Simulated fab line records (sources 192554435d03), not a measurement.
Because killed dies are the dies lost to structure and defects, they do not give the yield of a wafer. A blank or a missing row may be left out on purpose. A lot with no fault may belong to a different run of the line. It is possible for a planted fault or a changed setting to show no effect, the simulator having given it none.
A lot that was struck, set against a sound lot ; flow n5Finfet ; 16 out of 1938 route steps
Sound: the wafers L134.1, L134.2, L134.4. Struck: wafer L148.4; the same lot's L148.5 was not struck, so it is left out; see the end for the cause.
Order at every step that has rows: each side's tool, ch and its chambers, its first start. Under that, the readings that differ: sound wafers ; struck wafers ; difference of the means ; sigmas: that difference in standard deviations of wafers without a fault.
alike: readings with means less than 2 such deviations apart, plus words and numbers identical on both sides. not compared: withheld readings, readings lacking a value on some wafer, bounds such as >300 that could conceal the same value, and numbers that have no deviation in the record and whose values overlap.
The two part at a step that has a row with sigmas, a row that says differs or no value, or rows on one side only. Numbers that have no deviation but don't overlap get no sigmas and don't part them. A reading that every wafer of one side lacks parts them only if that side has two wafers or more.

first, 8 steps without rows for these wafers: N5_BEOL_M3_COAT_62 (time 60 s, resist thk 12 nm); N5_BEOL_M3_COAT_73 (time 60 s, resist thk 5 nm); N5_BEOL_M3_COAT_05 (resist thk 30 nm); N5_BEOL_M3_EBR_07; N5_BEOL_M3_SOFTBAKE_06 (time 60 s); N5_BEOL_M3_EXPOSE_08 (exposes mask M3); N5_BEOL_M3_PEB_09 (peb time 60 s); N5_BEOL_M3_DEVELOP_10 (develop time 30 s).
N5_BEOL_M3_CD_MEAS_11: target cd 17.05 nm.
  sound on cdSem-03 ch 0, day 8 01:08; struck on cdSem-02 ch 0, day 12 00:44
  alike: cdNm
N5_BEOL_M3_OVL_MEAS_12:
  sound on overlay-01 ch 0, day 8 01:10; struck on overlay-02 ch 0, day 12 00:47
  alike: M3_OVL
N5_BEOL_M3_INSPECT_13: inspects for defects (brightfield).
  struck on defectInspect-02, day 12 00:50; sound on defectInspect-01, day 8 01:14
  alike: rawDefectCount
N5_BEOL_M3_DESCUM_16: chemistry O2, time 7 s.
  sound on rieDiel-03 ch 0,2,3, day 8 01:16; struck on rieDiel-01 ch 2, day 12 00:55
  alike: drypumpMotorCurrentA, oesProductAu, rfVppV, showerheadPlenumPTorr, throttleValvePct
  not compared: rfHoursCounterH
N5_BEOL_M3_ETCH_74: etches underlayer in N2/H2, target depth 6.5 nm, time 5.2 s.
  sound on rieDiel-03 ch 0,2,3, day 8 01:18; struck on rieDiel-01 ch 2, day 12 00:58
reading;sound;struck;difference;sigmas
etchRfOnTimeS (s);5.15 5.24 5.07;6.03;+0.88;+9
  alike: drypumpMotorCurrentA, oesProductAu, rfVppV, showerheadPlenumPTorr, throttleValvePct
  not compared: rfHoursCounterH
N5_BEOL_M3_ETCH_63: etches SiARC in CF4, target depth 15.6 nm, time 26 s.
  sound on rieDiel-03 ch 0,2,3, day 8 01:19; struck on rieDiel-01 ch 2, day 12 00:58
  alike: cf4FlowSccm, drypumpMotorCurrentA, etchRfOnTimeS, oesProductAu, rfVppV, showerheadPlenumPTorr, throttleValvePct
  not compared: rfHoursCounterH
N5_BEOL_M4_RC_MEAS_101:
  sound on prober-01 ch 0, day 9 03:48; struck on prober-02 ch 0, day 12 23:13
reading;sound;struck;difference;sigmas
ION_N (uA/um);649 661 666;698;+39;+3
  alike: DIBL_N, DIBL_P, IOFF_N, IOFF_P, ION_P, SS_N, SS_P, VT_N, VT_P
after that, 1 step had no rows for these wafers: N5_PASSIVATION_PROBE_49.

== WHERE THEY PART ==
Earliest at N5_BEOL_M3_ETCH_74; latest, in this record, at N5_BEOL_M4_RC_MEAS_101.

WHY: the cause the simulator had injected
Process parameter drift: rieDiel-01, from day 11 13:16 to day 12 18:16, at N5_BEOL_M3_ETCH_74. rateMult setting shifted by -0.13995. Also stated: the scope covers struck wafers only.
